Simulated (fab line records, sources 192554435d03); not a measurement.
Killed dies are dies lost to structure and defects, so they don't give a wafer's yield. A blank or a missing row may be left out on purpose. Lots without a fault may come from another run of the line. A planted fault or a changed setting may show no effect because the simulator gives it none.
fab line records | flow n5_finfet
record lots=12 wafers=28 last_day=17
route steps=1938 shown BEOL_M4@1111 BEOL_M15@1814 MIM_TOP@1835 PASSIVATION@1936
lots that met no fault: from a run of the same line without faults
start_h: hours from the record's first day to the start of the lot's first wafer shown | wait_h: hours since the lot's step before | " the same as in the row above | L1.1+2: a row that stands for several wafers | - no value, or no start given | * or withheld: withheld | < > ~ a bound
route shown NAME@n: a module of which the file shows steps, and the number in the route of the first | usual: mean/standard deviation of fault-free wafers | same: alike in all rows | chamber/n: place in a boat | sites: the reading at each site | _std_site: their standard deviation | _edge_site: outer sites' mean less inner sites' | radius_mm: how far each site lies from the wafer's centre | mask NAME#n: copy n | behind: the tool/chamber that last shaped the wafer | hold: why the lot was held/for how many hours/how that ended | device: the transistor (n, p or np) that didn't switch | end of line: the same wafers' tests at the end of the route | a step without rows: its recipe alone | killed: dies lost to structure and defects at the first sort, not the wafer's yield | map: a wafer's dies, x killed, . not, _ none there
set.NAME: the setting as run; set.NAME@STEP: as run at that earlier step | model.NAME: the simulator's own value behind a step, which no gauge read
steps of the route over a sample of lots; a table a step, a row a wafer
services: from which hour (start_h, from the record's first day; less than 0 if before it) a tool's chamber was out of use, for how many hours, and why
## steps
# step N5_BEOL_M4_RC_MEAS_101
# usual DIBL_N=36.0/2 DIBL_P=35.9/2.5 IOFF_N=0.16/0.038 IOFF_P=0.21/0.04 ION_N=675/14 ION_P=462/9.4 SS_N=71.5/0.75 SS_P=73.2/0.74 VT_N=250/3.9 VT_P=-251/3.2
# columns lot.wafer tool chamber start_h wait_h DIBL_N[mV/V] DIBL_P[mV/V] IOFF_N[nA/um] IOFF_P[nA/um] ION_N[uA/um] ION_P[uA/um] SS_N[mV/dec] SS_P[mV/dec] VT_N[mV] VT_P[mV]
L920.4 prober-01 0 164.16 0.5 35.2 35.1 0.17 0.22 691 472 70.9 73.1 244 -245
L920.6 " 0 " " 36.8 35.2 0.21 0.22 694 466 71.7 73.5 242 -246
L919.1 prober-01 0 166.62 0.0 37.7 35.8 0.20 0.20 667 455 72.2 72.8 249 -252
L919.4 " 0 " " 36.3 33.6 0.16 0.16 675 452 71.1 72.4 250 -255
L923.1 prober-01 0 197.12 0.0 37.3 37.2 0.17 0.19 664 446 72.3 73.7 251 -255
L923.2 " 0 " " 32.4 31.9 0.11 0.14 654 445 70.8 72.6 256 -257
L923.6 " 0 " " 38.7 39.4 0.20 0.25 670 459 71.8 74.5 246 -251
L927.1 prober-02 0 212.35 0.0 35.6 34.3 0.16 0.23 701 483 71.3 72.8 243 -245
L927.3 " 0 " " 34.8 33.3 0.13 0.22 683 475 69.7 72.4 248 -248
L927.4 " 0 " " 35.3 34.1 0.14 0.23 686 472 70.6 72.8 248 -247
L928.1 prober-01 0 216.26 0.0 35.4 34.6 0.14 0.15 656 445 71.9 72.7 252 -257
L928.2 " 0 " " 37.5 39.3 0.18 0.25 675 459 71.5 73.4 247 -250
L928.4 " 0 " " 35.8 36.0 0.14 0.17 656 451 71.8 73.3 254 -256
L932.3 prober-01 0 243.21 0.3 37.8 37.0 0.22 0.23 678 454 72.3 73.3 245 -250
L932.6 " 0 " " 35.9 37.3 0.17 0.24 665 459 71.3 73.5 249 -245
L931.2 prober-01 0 249.63 0.2 33.6 33.9 0.11 0.16 669 461 71.3 72.5 254 -254
L931.4 " 0 " " 37.2 37.7 0.18 0.20 682 460 71.8 73.6 248 -254
L934.3 prober-01 0 268.25 0.3 38.6 39.3 0.22 0.24 685 466 72.4 73.3 248 -251
L934.4 " 0 " " 38.6 39.2 0.21 0.26 683 472 72.2 73.0 248 -248
L934.6 " 0 " " 35.6 36.2 0.17 0.20 696 474 71.3 72.3 248 -249
L933.5 prober-02 0 268.78 0.6 35.2 36.0 0.17 0.22 695 472 71.0 73.5 248 -248
L933.6 " 0 " " 32.2 30.1 0.10 0.13 655 448 70.8 71.6 257 -258
L938.3 prober-01 0 273.98 0.3 33.9 30.5 0.13 0.16 653 444 70.8 72.2 252 -256
L938.4 " 0 " " 39.8 39.0 0.27 0.30 696 469 72.6 73.9 241 -244
L940.5 prober-01 0 296.35 0.6 36.6 36.4 0.14 0.22 661 458 71.7 73.2 253 -250
L940.6 " 0 " " 37.0 37.0 0.16 0.24 672 466 71.4 73.7 249 -249
L942.2 prober-01 0 311.46 0.2 38.3 37.2 0.19 0.21 689 465 72.3 74.2 249 -253
L942.5 " 0 " " 39.1 37.9 0.21 0.22 679 454 73.5 73.3 246 -250
# step N5_BEOL_M15_ETCH_38
# recipe chemistry=CF4/N2 target=SiCN target_depth_a=1064 taper_deg=2 time_s=120.5 ion_energy_ev=150 mask_material=SiO2 pressure_mtorr=40 source_w=430 bias_w=70 Ar_flow_sccm=100 cf4_flow_sccm=60 n2_flow_sccm=60
# usual drypump_motor_current_A=5.54/0.3 n2_flow_sccm=60.01/0.19 oes_product_au=0.81/0.098 rf_vpp_V=382.6/1.4 showerhead_plenum_p_Torr=2.21/0.045 throttle_valve_pct=15.48/0.25
# columns lot.wafer tool chamber start_h wait_h drypump_motor_current_A n2_flow_sccm oes_product_au rf_hours_counter_h rf_vpp_V showerhead_plenum_p_Torr throttle_valve_pct
L920.4 rie_diel-01 0 - - 5.27 59.78 0.84 54 382.1 2.24 15.64
L920.6 " 2 " " 5.85 60.03 0.70 - 382.4 2.18 15.90
L919.1 rie_diel-01 2 - - 5.82 60.12 0.69 230 381.8 2.18 15.91
L919.4 " 1 " " 5.53 60.01 0.72 - 384.6 2.27 15.53
L923.1 rie_diel-02 0 - - 5.84 60.02 0.81 72 383.4 2.23 15.39
L923.2 " 1 " " 5.89 60.02 0.69 241 380.3 2.19 15.46
L923.6 " 2 " " 5.64 60.14 0.91 - 383.3 2.23 14.96
L927.1 rie_diel-06 2 - - 5.04 59.75 0.84 96 383.2 2.21 15.33
L927.3 " 1 " " 5.93 60.22 0.69 246 384.4 2.27 15.79
L927.4 " 1 " " 5.93 59.98 0.68 - 384.7 2.27 15.79
L928.1 rie_diel-02 1 - - 5.90 59.94 0.69 248 382.7 2.19 15.47
L928.2 " 2 " " 5.63 59.97 0.90 28 384.7 2.23 14.98
L928.4 " 3 " " 5.73 60.15 0.96 7 380.0 2.16 15.29
L931.2 rie_diel-02 2 - - 5.64 60.04 0.87 40 383.4 2.22 15.01
L931.4 " 2 " " 5.66 60.10 0.88 - 383.1 2.22 15.01
L932.3 rie_diel-01 1 - - 5.53 60.15 0.70 210 384.4 2.26 15.61
L932.6 " 0 " " 5.30 60.11 0.82 - 382.7 2.23 15.67
L933.5 rie_diel-01 0 - - 5.27 60.06 0.82 - 383.5 2.23 15.69
L933.6 " 3 " " 5.22 60.08 0.92 - 380.7 2.15 15.32
L934.3 rie_diel-06 3 - - 4.88 59.98 0.96 18 384.1 2.36 15.69
L934.4 " 2 " " 5.02 59.99 0.81 118 384.5 2.20 15.36
L934.6 " 1 " " 5.98 59.55 0.95 - 383.1 2.26 15.31
L938.3 rie_diel-02 2 - - 5.65 59.99 0.86 52 382.3 2.22 15.04
L938.4 " 0 " " 5.84 60.02 0.77 - 382.6 2.22 15.47
L940.5 rie_diel-01 3 - - 5.18 59.85 0.90 - 381.2 2.15 15.34
L940.6 " 0 " " 5.25 59.97 0.80 - 382.2 2.23 15.71
L942.2 rie_diel-01 2 - - 5.85 60.00 0.92 25 381.1 2.16 15.50
L942.5 " 0 " " 5.27 60.13 0.80 - 383.1 2.22 15.72
# step N5_BEOL_M15_SPUTTER_45
# recipe material=Cu target_thk_a=1000 temp_c=-20 bias_v=60 power_w=26000 chamber_pressure_pa=0.13 time_s=16.67
# usual throttle_valve_pct=29.9/0.87
# columns lot.wafer tool chamber start_h wait_h throttle_valve_pct
L920.4 pvd_sputter-03 - 239.70 0.0 30.3
L920.6 " - " " 29.1
L919.1 pvd_sputter-02 - 246.25 0.0 29.1
L919.4 " - " " 31.1
L923.1 pvd_sputter-02 - 274.50 0.0 30.1
L923.2 " - " " 29.1
L923.6 " - " " 30.9
L927.1 pvd_sputter-03 - 292.90 0.0 29.9
L927.3 " - " " 29.2
L927.4 " - " " 31.7
L928.1 pvd_sputter-03 - 297.73 0.0 29.1
L928.2 " - " " 32.0
L928.4 " - " " 30.0
L932.3 pvd_sputter-01 - 331.69 0.0 29.9
L932.6 " - " " 30.2
L931.2 pvd_sputter-03 - 331.70 0.0 30.1
L931.4 " - " " 30.3
L933.5 pvd_sputter-01 - 348.27 0.0 30.0
L933.6 " - " " 29.1
L934.3 pvd_sputter-02 - 351.53 0.0 30.2
L934.4 " - " " 29.4
L934.6 " - " " 29.4
L938.3 pvd_sputter-01 - 361.75 0.0 28.3
L938.4 " - " " 30.0
L940.5 pvd_sputter-01 - 379.82 0.0 30.3
L940.6 " - " " 29.1
L942.2 pvd_sputter-02 - 400.90 0.0 29.6
L942.5 " - " " 30.1
# step N5_MIM_TOP_ALD_01
# recipe material=HfO2 target_thk_a=56 temp_c=withheld ald_precursor_family=Hf-amide ald_co_reactant=O3 pulse_time_s=1 purge_time_s=3 co_reactant_purge_time_s=2 co_reactant_pulse_time_s=3 ald_cycles=62
# usual precursor_pulse_height_rel=1.006/0.021
# same ald_cycles=62 co_reactant_pulse_time_s=3
# columns lot.wafer tool chamber start_h wait_h precursor_pulse_height_rel
L920.4 ald_hk-01 0 - - 1.012
L920.6 " 1 " " 1.020
L919.1 ald_hk-02 2 - - 1.036
L919.4 " 3 " " 1.049
L923.1 ald_hk-02 1 - - 1.009
L923.2 " 2 " " 0.990
L923.6 " 3 " " 1.003
L927.1 ald_hk-01 1 - - 0.985
L927.3 " 2 " " 0.997
L927.4 " 0 " " 1.017
L928.1 ald_hk-02 0 - - 1.005
L928.2 " 3 " " 1.000
L928.4 " 1 " " 1.022
L932.3 ald_hk-01 2 - - 1.005
L932.6 " 1 " " 0.950
L931.2 ald_hk-03 0 - - 1.029
L931.4 " 2 " " 0.967
L933.5 ald_hk-03 0 - - 1.029
L933.6 " 1 " " 0.977
L934.3 ald_hk-01 1 - - 1.024
L934.4 " 3 " " 0.984
L934.6 " 0 " " 1.017
L938.3 ald_hk-01 0 - - 1.037
L938.4 " 1 " " 0.989
L940.5 ald_hk-03 3 - - 0.958
L940.6 " 2 " " 0.969
L942.2 ald_hk-02 0 - - 1.012
L942.5 " 1 " " 1.023
# step N5_MIM_TOP_ALD_02
# recipe material=Al2O3 target_thk_a=* temp_c=withheld ald_precursor_family=TMA ald_co_reactant=O3 pulse_time_s=withheld purge_time_s=3 co_reactant_purge_time_s=withheld co_reactant_pulse_time_s=3 ald_cycles=withheld
# usual precursor_pulse_height_rel=0.995/0.02
# columns lot.wafer tool chamber start_h wait_h precursor_pulse_height_rel
L920.4 ald_hk-01 0 243 - 0.992
L920.6 " 1 " " 0.985
L919.1 ald_hk-02 2 248 - 0.985
L919.4 " 3 " " 0.981
L923.1 ald_hk-02 1 278 - 1.007
L923.2 " 2 " " 1.008
L923.6 " 3 " " 0.989
L927.1 ald_hk-01 1 295 - -
L927.3 " 2 " " -
L927.4 " 0 " " -
L928.1 ald_hk-02 0 302 - -
L928.2 " 3 " " -
L928.4 " 1 " " -
L932.3 ald_hk-01 2 335 - 1.001
L932.6 " 1 " " 1.020
L931.2 ald_hk-03 0 335 - 1.006
L931.4 " 2 " " 0.978
L933.5 ald_hk-03 0 351 - 0.984
L933.6 " 1 " " 0.985
L934.3 ald_hk-01 1 355 - 0.981
L934.4 " 3 " " 0.980
L934.6 " 0 " " 0.960
L938.3 ald_hk-01 0 365 - 0.991
L938.4 " 1 " " 0.974
L940.5 ald_hk-03 3 384 - 0.982
L940.6 " 2 " " 0.992
L942.2 ald_hk-02 0 405 - 0.980
L942.5 " 1 " " 1.013
# step N5_PASSIVATION_PROBE_49
# usual defect_limited_yield=91.3/1.5 killed_at_M0_to_M3=33/12 killed_at_M4_up=15/5.2 killed_at_contacts=12/5.1 killed_at_front_end=39/11 killed_at_other=5/3.6 killed_dies=103/18 killed_on_rim=14/4.3 killed_open=67/13 killed_short=33/7.8 sort_bin_5_function=5.1/0.96 sort_bin_6_memory=3.2/0.71 sort_bin_8_speed=0.01/0.063 sort_n_pass=1077/18 sort_yield_pct=91.3/1.5
# same gross_dies=1180 killed_at_back_side=0 sort_bin_4_leakage[%]=0
# columns lot.wafer tool chamber start_h wait_h defect_limited_yield[%] killed_at_M0_to_M3 killed_at_M4_up killed_at_contacts killed_at_front_end killed_at_other killed_dies killed_on_rim killed_open killed_short sort_bin_5_function[%] sort_bin_6_memory[%] sort_bin_8_speed[%] sort_n_pass sort_yield_pct[%]
L920.4 prober-02 - 254.26 0.2 90.4 32 19 6 49 7 113 15 73 38 6.3 2.9 0 1067 90.4
L920.6 prober-02 - 254.36 0.3 88.9 51 18 14 45 3 131 18 93 38 6.1 4.9 0 1049 88.9
L919.1 prober-02 - 261.21 0.0 91.9 32 16 17 31 0 96 7 64 32 4.6 3.3 0 1084 91.9
L919.4 prober-02 - 261.36 0.2 88.2 47 10 14 63 5 139 14 84 47 6.9 3.8 0 1041 88.2
L923.1 prober-01 - 292.12 0.0 92.3 16 12 13 46 4 91 13 68 20 4.3 3.0 0 1089 92.3
L923.2 prober-01 - 292.17 0.1 95.3 16 7 5 25 2 55 7 41 13 3.1 1.4 0 1125 95.3
L923.6 prober-01 - 292.37 0.3 92.9 10 21 12 37 4 84 8 57 23 4.9 2.0 0 1096 92.9
L927.1 prober-02 - 306.11 0.0 86.0 58 9 2 42 54 165 39 71 43 10.4 3.3 0 1015 86.0
L927.3 prober-02 - 306.21 0.1 86.0 30 22 4 31 78 165 28 54 36 10.2 3.3 0 1015 86.0
L927.4 prober-02 - 306.26 0.2 86.1 37 26 10 41 50 164 43 80 37 8.4 5.5 0 1016 86.1
L928.1 prober-01 - 313.76 0.0 86.7 23 7 12 60 55 157 43 79 26 9.9 3.3 0 1023 86.7
L928.2 prober-01 - 313.81 0.1 86.9 21 9 17 60 47 154 17 64 36 8.5 3.6 0 1026 86.9
L928.4 prober-01 - 313.91 0.2 83.2 38 9 11 83 57 198 25 85 44 10.9 4.2 0 982 83.2
L931.2 prober-01 - 348.63 0.1 92.6 22 20 5 35 5 87 9 53 25 4.3 2.1 0 1093 92.6
L931.4 prober-01 - 348.73 0.2 91.6 24 19 13 41 2 99 16 49 42 4.5 3.1 0 1081 91.6
L932.3 prober-02 - 348.89 0.1 91.1 22 23 7 43 10 105 12 67 38 5.3 3.2 0.08 1074 91.0
L932.6 prober-02 - 349.04 0.3 90.8 24 16 10 57 2 109 15 66 38 5.4 3.0 0 1071 90.8
L933.5 prober-02 - 364.71 0.2 89.6 32 8 13 66 4 123 10 74 41 6.2 3.1 0 1057 89.6
L933.6 prober-02 - 364.76 0.3 88.2 38 19 9 73 0 139 14 100 38 7.0 4.5 0 1041 88.2
L934.3 prober-02 - 366.23 0.1 91.7 35 26 9 26 2 98 12 65 29 5.7 2.4 0 1082 91.7
L934.4 prober-02 - 366.28 0.2 92.6 54 8 7 13 5 87 13 55 31 4.6 2.5 0 1093 92.6
L934.6 prober-02 - 366.38 0.3 89.4 43 11 19 51 1 125 19 81 37 6.4 3.1 0 1055 89.4
L938.3 prober-01 - 379.27 0.1 91.0 30 19 14 40 3 106 12 78 28 5.7 3.1 0.68 1066 90.3
L938.4 prober-01 - 379.32 0.2 92.6 23 12 8 37 7 87 18 66 21 4.7 2.5 0 1093 92.6
L940.5 prober-02 - 397.65 0.2 90.7 37 16 5 49 3 110 12 71 35 5.8 3.1 0 1070 90.7
L940.6 prober-02 - 397.70 0.3 90.9 25 17 10 51 4 107 13 60 38 4.8 3.2 0 1073 90.9
L942.2 prober-02 - 415.98 0.1 92.0 26 13 17 31 7 94 10 63 30 4.3 3.4 0 1086 92.0
L942.5 prober-02 - 416.13 0.2 88.8 53 14 18 46 1 132 14 97 34 6.9 3.8 0 1048 88.8
# killed by level:class
L920.4 FIN_SAQP:geometric_particle:open=19 FIN_SAQP:geometric_particle:short=18 BEOL_M5:geometric_particle:open=9 BEOL_M2:geometric_particle:open=7 BEOL_M3:geometric_particle:open=6 MOL_CONTACT_COAG:geometric_particle:open=5 BEOL_M1:geometric_particle:open=5 STI_FIN_REVEAL:geometric_particle:open=4
L920.6 FIN_SAQP:geometric_particle:open=14 BEOL_M0_SAQP:geometric_particle:open=14 BEOL_M2:geometric_particle:open=13 MOL_CONTACT_COAG:geometric_particle:open=10 BEOL_M3:geometric_particle:open=10 BEOL_M0_SAQP:geometric_particle:short=9 FIN_SAQP:geometric_particle:short=8 BEOL_M5:geometric_particle:open=8
L919.1 MOL_CONTACT_COAG:geometric_particle:open=14 BEOL_M2:geometric_particle:open=9 BEOL_M3:geometric_particle:open=8 FIN_SAQP:geometric_particle:open=6 DUMMY_GATE:geometric_particle:open=6 FIN_SAQP:geometric_particle:short=5 BEOL_M0_SAQP:geometric_particle:short=4 BEOL_M5:geometric_particle:open=4
L919.4 STI_FIN_REVEAL:geometric_particle:open=14 MOL_CONTACT_COAG:geometric_particle:open=11 BEOL_M2:geometric_particle:open=10 BEOL_M0_SAQP:geometric_particle:short=9 HKMG_FIN:area_etch=8 DUMMY_GATE:geometric_particle:open=7 BEOL_M3:geometric_particle:open=7 BEOL_M3:geometric_particle:short=7
L923.1 MOL_CONTACT_COAG:geometric_particle:open=12 FIN_SAQP:geometric_particle:open=8 STI_FIN_REVEAL:geometric_particle:open=7 FIN_SAQP:geometric_particle:short=6 BEOL_M3:geometric_particle:open=6 GATE_CUT:geometric_particle:open=5 BEOL_M4:geometric_particle:open=5 STARTING-WAFER:geometric_particle:open=5
L923.2 BEOL_M3:geometric_particle:open=7 STI_FIN_REVEAL:geometric_particle:open=6 GATE_CUT:geometric_particle:open=6 FIN_SAQP:geometric_particle:open=3 MOL_CONTACT_COAG:geometric_particle:short=3 BEOL_M4:geometric_particle:open=3 GATE_CUT:geometric_particle:short=2 MOL_CONTACT_COAG:geometric_particle:open=2
L923.6 FIN_SAQP:geometric_particle:open=12 MOL_CONTACT_COAG:geometric_particle:open=10 BEOL_M4:geometric_particle:open=6 STI_FIN_REVEAL:geometric_particle:open=4 SPACER0:geometric_particle:short=4 BEOL_M7:geometric_particle:open=4 FIN_SAQP:geometric_particle:short=3 BEOL_M2:geometric_particle:open=3
L927.1 MIM_TOP:area_ald=51 BEOL_M1:geometric_particle:open=14 BEOL_M0_SAQP:geometric_particle:short=12 BEOL_M0_SAQP:geometric_particle:open=12 FIN_SAQP:geometric_particle:open=8 BEOL_M3:geometric_particle:open=8 DUMMY_GATE:geometric_particle:open=6 STI_FIN_REVEAL:geometric_particle:open=5
L927.3 MIM_TOP:area_ald=70 BEOL_M4:geometric_particle:open=8 BEOL_M0_SAQP:geometric_particle:short=7 BEOL_M2:geometric_particle:open=7 BEOL_M4:geometric_particle:short=7 DUMMY_GATE:geometric_particle:short=6 FIN_SAQP:geometric_particle:open=5 BEOL_M5:geometric_particle:open=5
L927.4 MIM_TOP:area_ald=47 BEOL_M1:geometric_particle:open=11 DUMMY_GATE:geometric_particle:open=9 BEOL_M0_SAQP:geometric_particle:open=8 MOL_CONTACT_COAG:geometric_particle:open=7 STI_FIN_REVEAL:geometric_particle:open=6 GATE_CUT:geometric_particle:short=6 BEOL_M4:geometric_particle:open=6
L928.1 MIM_TOP:area_ald=51 STI_FIN_REVEAL:geometric_particle:open=27 FIN_SAQP:geometric_particle:open=11 MOL_CONTACT_COAG:geometric_particle:open=10 FIN_SAQP:geometric_particle:short=6 BEOL_M2:geometric_particle:open=5 STI_FIN_REVEAL:geometric_particle:short=4 BEOL_M0_SAQP:geometric_particle:open=4
L928.2 MIM_TOP:area_ald=45 FIN_SAQP:geometric_particle:open=13 MOL_CONTACT_COAG:geometric_particle:open=10 HKMG_FIN:area_etch=9 STI_FIN_REVEAL:geometric_particle:open=8 FIN_SAQP:geometric_particle:short=7 MOL_CONTACT_COAG:geometric_particle:short=7 BEOL_M3:geometric_particle:open=6
L928.4 MIM_TOP:area_ald=51 FIN_SAQP:geometric_particle:short=18 HKMG_FIN:area_etch=16 FIN_SAQP:geometric_particle:open=14 STI_FIN_REVEAL:geometric_particle:open=14 BEOL_M2:geometric_particle:open=10 MOL_CONTACT_COAG:geometric_particle:open=9 DUMMY_GATE:geometric_particle:open=7
L931.2 BEOL_M4:geometric_particle:open=11 BEOL_M0_SAQP:geometric_particle:open=10 BEOL_M0_SAQP:geometric_particle:short=8 HKMG_FIN:area_etch=8 STI_FIN_REVEAL:geometric_particle:open=7 FIN_SAQP:geometric_particle:open=6 FIN_SAQP:geometric_particle:short=4 MOL_CONTACT_COAG:geometric_particle:open=4
L931.4 FIN_SAQP:geometric_particle:short=13 FIN_SAQP:geometric_particle:open=10 BEOL_M4:geometric_particle:open=8 MOL_CONTACT_COAG:geometric_particle:open=7 HKMG_FIN:area_etch=7 MOL_CONTACT_COAG:geometric_particle:short=6 BEOL_M0_SAQP:geometric_particle:short=6 BEOL_M2:geometric_particle:open=6
L932.3 FIN_SAQP:geometric_particle:short=12 FIN_SAQP:geometric_particle:open=11 STI_FIN_REVEAL:geometric_particle:open=10 BEOL_M0_SAQP:geometric_particle:open=10 BEOL_M4:geometric_particle:open=10 MOL_CONTACT_COAG:geometric_particle:open=6 BEOL_M4:geometric_particle:short=6 MIM_TOP:geometric_particle:open=5
L932.6 STI_FIN_REVEAL:geometric_particle:open=17 GATE_CUT:geometric_particle:short=10 MOL_CONTACT_COAG:geometric_particle:open=10 FIN_SAQP:geometric_particle:short=9 FIN_SAQP:geometric_particle:open=7 BEOL_M0_SAQP:geometric_particle:open=7 BEOL_M0_SAQP:geometric_particle:short=7 BEOL_M4:geometric_particle:open=7
L933.5 FIN_SAQP:geometric_particle:open=18 STI_FIN_REVEAL:geometric_particle:open=14 FIN_SAQP:geometric_particle:short=13 MOL_CONTACT_COAG:geometric_particle:open=12 BEOL_M0_SAQP:geometric_particle:short=9 BEOL_M3:geometric_particle:open=9 HKMG_FIN:area_etch=8 BEOL_M0_SAQP:geometric_particle:open=7
L933.6 STI_FIN_REVEAL:geometric_particle:open=24 BEOL_M3:geometric_particle:open=16 BEOL_M4:geometric_particle:open=12 FIN_SAQP:geometric_particle:short=9 FIN_SAQP:geometric_particle:open=9 STI_FIN_REVEAL:geometric_particle:short=8 MOL_CONTACT_COAG:geometric_particle:open=8 BEOL_M0_SAQP:geometric_particle:open=8
L934.3 BEOL_M2:geometric_particle:open=10 BEOL_M3:geometric_particle:open=10 STI_FIN_REVEAL:geometric_particle:open=9 MOL_CONTACT_COAG:geometric_particle:open=8 GATE_CUT:geometric_particle:short=5 BEOL_M1:geometric_particle:open=5 BEOL_M4:geometric_particle:short=5 STI_FIN_REVEAL:geometric_particle:short=4
L934.4 BEOL_M3:geometric_particle:open=16 BEOL_M0_SAQP:geometric_particle:open=12 BEOL_M0_SAQP:geometric_particle:short=9 STI_FIN_REVEAL:geometric_particle:open=6 BEOL_M3:geometric_particle:short=5 MOL_CONTACT_COAG:geometric_particle:open=4 BEOL_M1:geometric_particle:short=4 MOL_CONTACT_COAG:geometric_particle:short=3
L934.6 STI_FIN_REVEAL:geometric_particle:open=22 BEOL_M3:geometric_particle:open=16 MOL_CONTACT_COAG:geometric_particle:open=15 BEOL_M3:geometric_particle:short=8 BEOL_M0_SAQP:geometric_particle:open=6 HKMG_FIN:area_etch=6 BEOL_M0_SAQP:geometric_particle:short=5 FIN_SAQP:geometric_particle:short=4
L938.3 BEOL_M2:geometric_particle:open=12 FIN_SAQP:geometric_particle:open=11 STI_FIN_REVEAL:geometric_particle:open=9 MOL_CONTACT_COAG:geometric_particle:open=9 BEOL_M4:geometric_particle:open=7 BEOL_M0_SAQP:geometric_particle:short=6 DUMMY_GATE:geometric_particle:open=5 MOL_CONTACT_COAG:geometric_particle:short=5
L938.4 STI_FIN_REVEAL:geometric_particle:open=10 MOL_CONTACT_COAG:geometric_particle:open=8 GATE_CUT:geometric_particle:open=7 BEOL_M0_SAQP:geometric_particle:short=6 FIN_SAQP:geometric_particle:open=5 BEOL_M1:geometric_particle:open=5 BEOL_M2:geometric_particle:open=5 BEOL_M0_SAQP:geometric_particle:open=4
L940.5 GATE_CUT:geometric_particle:short=11 STI_FIN_REVEAL:geometric_particle:open=10 FIN_SAQP:geometric_particle:short=8 BEOL_M0_SAQP:geometric_particle:open=8 BEOL_M3:geometric_particle:open=8 BEOL_M0_SAQP:geometric_particle:short=7 BEOL_M2:geometric_particle:open=7 DUMMY_GATE:geometric_particle:open=6
L940.6 FIN_SAQP:geometric_particle:short=10 FIN_SAQP:geometric_particle:open=9 BEOL_M2:geometric_particle:open=9 MOL_CONTACT_COAG:geometric_particle:open=8 STI_FIN_REVEAL:geometric_particle:open=6 GATE_CUT:geometric_particle:short=6 BEOL_M3:geometric_particle:open=6 HKMG_FIN:area_etch=6
L942.2 MOL_CONTACT_COAG:geometric_particle:open=15 FIN_SAQP:geometric_particle:short=9 FIN_SAQP:geometric_particle:open=8 STARTING-WAFER:geometric_particle:short=5 BEOL_M0_SAQP:geometric_particle:open=5 BEOL_M3:geometric_particle:open=5 BEOL_M0_SAQP:geometric_particle:short=4 BEOL_M1:geometric_particle:open=4
L942.5 BEOL_M0_SAQP:geometric_particle:open=21 FIN_SAQP:geometric_particle:open=18 MOL_CONTACT_COAG:geometric_particle:open=16 BEOL_M3:geometric_particle:open=12 BEOL_M0_SAQP:geometric_particle:short=8 FIN_SAQP:geometric_particle:short=6 STI_FIN_REVEAL:geometric_particle:open=6 DUMMY_GATE:geometric_particle:open=4
## services
# columns tool chamber start_h hours kind
rie_diel-01 2 220.13 3.2 repair
rie_diel-02 3 236.85 - clean
rie_diel-02 3 236.85 - consumable_replace:focus_ring
rie_diel-02 3 236.85 19.3 scheduled_down
rie_diel-02 3 236.85 19.3 vent_cycle
rie_diel-02 3 266.56 10.3 repair
rie_diel-01 3 276.92 - clean
rie_diel-01 3 276.92 - consumable_replace:focus_ring
rie_diel-01 3 276.92 17.9 scheduled_down
rie_diel-01 3 276.92 17.9 vent_cycle
rie_diel-01 2 298.99 - clean
rie_diel-01 2 298.99 - consumable_replace:focus_ring
rie_diel-01 2 298.99 20.1 scheduled_down
rie_diel-01 2 298.99 20.1 vent_cycle
pvd_sputter-01 - 301.73 2.1 repair
rie_diel-02 1 304.80 - clean
rie_diel-02 1 304.80 - consumable_replace:focus_ring
pvd_sputter-01 - 310.66 1.0 repair
rie_diel-02 3 320.24 22.2 repair
pvd_sputter-01 - 328.15 1.8 repair
ald_hk-02 - 333.17 3.1 repair
rie_diel-01 0 350.91 2.9 repair
rie_diel-06 2 352.76 1.7 repair
rie_diel-02 1 356.52 10.3 repair
## key
first_sign step=N5_MIM_TOP_ALD_02 reading=tool_record direction=missing
effect step=N5_PASSIVATION_PROBE_49 reading=killed_at_other direction=up sigmas=15 usual=5 struck=57
more_kills_born_at N5_MIM_TOP_ALD_02@ald_hk-01=168 N5_MIM_TOP_ALD_02@ald_hk-02=146
met_at N5_MIM_TOP_ALD_02
struck_lots L927,L928
baseline_loss step=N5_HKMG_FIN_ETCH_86 wafers=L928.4
not_acting_at N5_BEOL_M15_ETCH_38,N5_BEOL_M15_SPUTTER_45,N5_MIM_TOP_ALD_01
onset_between 278 295
fault kind=skipped_step_whole tool=ald_hk-01,ald_hk-02 chamber=- onset_h=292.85 steps=N5_MIM_TOP_ALD_02 scope=struck_lots_only
# baseline_loss: these wafers lose ten dies or more at that step, a loss of the line's own and not of a fault; the sort's usual values leave them out
